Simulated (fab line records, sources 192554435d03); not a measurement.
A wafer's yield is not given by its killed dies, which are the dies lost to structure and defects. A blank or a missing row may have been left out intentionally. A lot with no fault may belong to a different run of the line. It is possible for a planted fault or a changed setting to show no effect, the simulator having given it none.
Matching of chambers | flow n5-finfet | 3 sister chambers for N5_BEOL_M13_DEP_53 on pecvd-01
The step deposits SiCN from 3MS/NH3, target thk 50 nm, time 17.8 s. 3 wafers are shown with their chamber, then 12 later ones without.

WAFERS, EACH WITH ITS CHAMBER
wafer  | chamber | throttle-valve-pct (%)
L090.1 | 0       | 19.1
L090.2 | 1       | 16.7
L090.3 | 2       | 17.4

WAFERS WITHOUT THEIR CHAMBER
wafer  | throttle-valve-pct (%)
L090.4 | 16.8
L090.5 | 17.4
L090.6 | 19.3
L089.1 | 19.5
L089.2 | 17.2
L089.4 | 17.2
L087.1 | 16.7
L087.2 | 19.3
L087.6 | 19.2
L095.1 | 19.2
L095.2 | 17.6
L095.6 | 17.6

THE CHAMBER EACH PASSED THROUGH
wafer  | from the rows above     | in truth
L090.4 | 1                       | 1
L090.5 | 2                       | 2
L090.6 | 0                       | 0
L089.1 | 0                       | 0
L089.2 | can't be placed: 2 or 1 | 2
L089.4 | can't be placed: 2 or 1 | 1
L087.1 | 1                       | 1
L087.2 | 0                       | 0
L087.6 | 0                       | 0
L095.1 | 0                       | 0
L095.2 | 2                       | 2
L095.6 | 2                       | 2
Placed correctly: 10 of 12. Unplaceable from these rows: 2, with the true chamber sitting among the candidates in 2. Number placed wrongly: 0.
How it was worked out, from the rows above alone: a wafer's distance from a chamber is the root of the sum, over the readings, of the square of ((its reading less the chamber's mean) divided by the reading's scatter). The wafer belongs to the nearest chamber; if the next one is less than 2 further off, it can't be placed. The mean given for a chamber averages the wafers shown for that chamber. The scatter: root of mean squared gap, hidden wafer to nearest shown wafer, with one shown wafer a chamber.
